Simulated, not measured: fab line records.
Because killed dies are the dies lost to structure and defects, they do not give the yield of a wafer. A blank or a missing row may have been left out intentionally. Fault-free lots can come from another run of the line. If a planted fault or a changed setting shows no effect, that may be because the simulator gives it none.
Matching of chambers | flow nand harc | NHARC_A_DECK1_JOINT_ETCHBACK_00 on rie si-01: 4 sister chambers
The step etches the open film in HBr, target depth 30 nm, time 17.4 s. 4 wafers are shown with their chamber, then 11 later ones without.

## WAFERS PAIRED WITH THEIR CHAMBERS
wafer  | chamber | drypump motor current A (A)
L085.1 | 2       | 5.0
L088.5 | 0       | 6.3
L089.6 | 1       | 5.5
L092.1 | 3       | 6.1

## WAFERS WITHOUT THEIR CHAMBER
wafer  | drypump motor current A (A)
L092.2 | 5.0
L092.3 | 6.4
L094.1 | 5.0
L094.2 | 6.2
L094.4 | 5.5
L096.1 | 6.3
L096.2 | 5.0
L096.6 | 6.1
L097.2 | 6.4
L097.3 | 5.0
L097.6 | 6.1

## CHAMBER TAKEN BY EACH
wafer  | from the rows above     | in truth
L092.2 | 2                       | 2
L092.3 | 0                       | 0
L094.1 | 2                       | 2
L094.2 | can't be placed: 0 or 3 | 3
L094.4 | 1                       | 1
L096.1 | 0                       | 0
L096.2 | 2                       | 2
L096.6 | 3                       | 3
L097.2 | 0                       | 0
L097.3 | 2                       | 2
L097.6 | 3                       | 3
Correctly placed: 10 of 11. Cannot be placed on the basis of these rows: 1; the candidates contain the true chamber in 1. Wrongly placed: 0.
How it was worked out, from the rows above alone: a wafer's distance from a chamber is the root of the sum, over the readings, of the square of ((its reading less the chamber's mean) divided by the reading's scatter). If the next closest chamber is less than 2 further off than the closest, the wafer can't be placed; otherwise it belongs to the closest. A chamber's mean is the mean of its shown wafers. The scatter: with one shown wafer a chamber, the root of the mean of the squares of how far each hidden wafer lies from its nearest shown one.
